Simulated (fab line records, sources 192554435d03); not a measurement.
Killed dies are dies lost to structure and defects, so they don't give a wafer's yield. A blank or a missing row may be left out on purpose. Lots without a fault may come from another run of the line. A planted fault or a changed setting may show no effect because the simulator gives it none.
Chamber matching | flow n5_finfet | N5_BEOL_M3_DESCUM_33 on rie_diel-04: 4 sister chambers
The step chemistry O2, time 7 s. 4 wafers are shown with their chamber, then 11 later ones without.

WAFERS WITH THEIR CHAMBER
wafer  | chamber | showerhead_plenum_p_Torr (Torr)
L086.3 | 1       | 2.16
L090.3 | 3       | 2.23
L090.5 | 2       | 2.06
L093.2 | 0       | 1.96

WAFERS WITHOUT THEIR CHAMBER
wafer  | showerhead_plenum_p_Torr (Torr)
L093.3 | 2.23
L093.5 | 1.96
L094.1 | 2.05
L094.5 | 1.96
L094.6 | 2.22
L095.1 | 1.96
L095.4 | 2.22
L095.5 | 2.22
L097.2 | 2.15
L097.3 | 2.22
L097.5 | 2.15

WHICH CHAMBER EACH WENT THROUGH
wafer  | from the rows above | in truth
L093.3 | 3                   | 3
L093.5 | 0                   | 0
L094.1 | 2                   | 2
L094.5 | 0                   | 0
L094.6 | 3                   | 3
L095.1 | 0                   | 0
L095.4 | 3                   | 3
L095.5 | 3                   | 3
L097.2 | 1                   | 1
L097.3 | 3                   | 3
L097.5 | 1                   | 1
Placed correctly: 11 of 11. Can't be placed from these rows: 0. Placed wrongly: 0.
How it was worked out, from the rows above alone: a wafer's distance from a chamber is the root of the sum, over the readings, of the square of ((its reading less the chamber's mean) divided by the reading's scatter). The wafer belongs to the nearest chamber; if the next one is less than 2 further off, it can't be placed. A chamber's mean is the mean of its shown wafers. The scatter: with one shown wafer a chamber, the root of the mean of the squares of how far each hidden wafer lies from its nearest shown one.
